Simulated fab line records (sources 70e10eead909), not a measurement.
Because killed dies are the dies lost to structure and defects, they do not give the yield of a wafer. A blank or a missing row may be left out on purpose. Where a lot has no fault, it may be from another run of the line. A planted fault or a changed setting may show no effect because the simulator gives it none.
Chamber matching	flow nandHarc	aldMetal-01 running NHARC_A_CONTACT_ALD_18: 4 sister chambers
The step deposits TiN, target thk 3 nm, pulse time 1 s, ald cycles 150. 8 wafers are shown with their chamber, then 7 later ones without.

== WAFERS WITH THEIR CHAMBER ==
wafer	chamber	heaterPowerW (W)	precursorPulseHeightRel
L614.1	1	1257	0.996
L614.3	2	1161	1.000
L624.2	2	1162	0.992
L625.2	1	1238	1.025
L625.3	3	1304	0.986
L625.4	0	1078	0.999
L628.1	0	1076	1.013
L628.2	3	1305	1.003

== WAFERS WITH NO CHAMBER GIVEN ==
wafer	heaterPowerW (W)	precursorPulseHeightRel
L628.3	1229	0.991
L627.3	1274	0.978
L627.4	1077	0.995
L627.5	1280	0.991
L629.2	1083	1.001
L629.4	1163	0.989
L629.6	1088	0.992

== THE CHAMBER EACH PASSED THROUGH ==
wafer	from the rows above	in truth
L628.3	1	1
L627.3	can't be placed: 1 or 3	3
L627.4	0	0
L627.5	can't be placed: 3 or 1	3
L629.2	0	0
L629.4	2	2
L629.6	0	0
Placed correctly: 5 of 7. Cannot be placed on the basis of these rows: 2; the candidates contain the true chamber in 2. Wrongly placed: 0.
How it was worked out, from the rows above alone: a wafer's distance from a chamber is the root of the sum, over the readings, of the square of ((its reading less the chamber's mean) divided by the reading's scatter). The wafer belongs to the nearest chamber; if the next one is less than 2 further off, it can't be placed. The mean given for a chamber averages the wafers shown for that chamber. How the scatter is found: for the shown wafers, subtract from each reading the mean of its chamber, square and add these, divide the total by (wafers less chambers), then take the root.
